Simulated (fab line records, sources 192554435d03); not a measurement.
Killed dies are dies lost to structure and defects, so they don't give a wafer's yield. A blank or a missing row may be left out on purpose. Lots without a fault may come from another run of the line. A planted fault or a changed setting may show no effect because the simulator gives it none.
Which tool did it? | flow n5_finfet | 6 lots, 17 wafers sampled, at 3 steps of a route of 1938

WHAT THE GAUGES READ, wafer by wafer
N5_BEOL_M5_INSPECT_13: inspects for defects (brightfield).
lot  | measured     | on                | raw_defect_count
L429 | day 8 06:09  | defect_inspect-01 | 398 388 389
L432 | day 8 16:20  | defect_inspect-01 | 412 1373
L439 | day 10 22:31 | defect_inspect-02 | 250 278 216
L441 | day 10 23:58 | defect_inspect-01 | 325 453 369
L443 | day 11 21:07 | defect_inspect-02 | 298 336 300
L449 | day 13 09:44 | defect_inspect-02 | 386 403 332

WHICH TOOL RAN EACH LOT (tool, then ch and the chambers of the sampled wafers, then the start)
lot  | N5_BEOL_M4_PRE_CLEAN_60          | N5_BEOL_M5_HM_DEP_02
L429 | cvd_co-02 ch 0,1,2, day 8 02:44  | pvd_sputter-02, day 8 05:32
L432 | cvd_co-02 ch 1,2, day 8 11:58    | pvd_sputter-02, day 8 15:49
L439 | cvd_co-01 ch 0,1,2, day 10 17:08 | pvd_sputter-01, day 10 19:49
L441 | cvd_co-02 ch 1,2, day 10 20:38   | pvd_sputter-01, day 10 23:22
L443 | cvd_co-01 ch 0,1,2, day 11 18:04 | pvd_sputter-03, day 11 20:38
L449 | cvd_co-02 ch 0,1, day 13 07:13   | pvd_sputter-03, day 13 09:16
- N5_BEOL_M4_PRE_CLEAN_60: time 15 s.
- N5_BEOL_M5_HM_DEP_02: deposits TiN, target thk 20 nm.

THE ANSWER, worked out from the rows above alone
Rule: what is usual is taken from the lots themselves. Put in order of their means at a reading, lots are off if they are a third of the lots or fewer, leave a main group of 4 or more, and stand apart from it by a gap of 3 or more times the standard deviation of the main group's means; of several such gaps the widest counts. A main group whose means are all the same, to the digits that the tables above print for the reading, isn't used. A lot without any number at a reading at which 4 lots or more have one is off too. The other lots that the step has rows for count as sound.
Off: L432, at N5_BEOL_M5_INSPECT_13 (raw_defect_count). The main group: mean 341, standard deviation 55.
A tool fits if, at a process step before that reading, it ran every lot that is off, and no sound lot after the first of them. The gauges at N5_BEOL_M5_INSPECT_13 are tried like those tools. One fits: pvd_sputter-02 at N5_BEOL_M5_HM_DEP_02. Its last sound lot is L429 (day 8 05:32), its first lot that is off L432 (day 8 15:49): a fault that began between those two fits.

WHAT THE SIMULATOR HAD PUT IN
Chamber particle source: pvd_sputter-02, from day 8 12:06 on, at N5_BEOL_M5_HM_DEP_02. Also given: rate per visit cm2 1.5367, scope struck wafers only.
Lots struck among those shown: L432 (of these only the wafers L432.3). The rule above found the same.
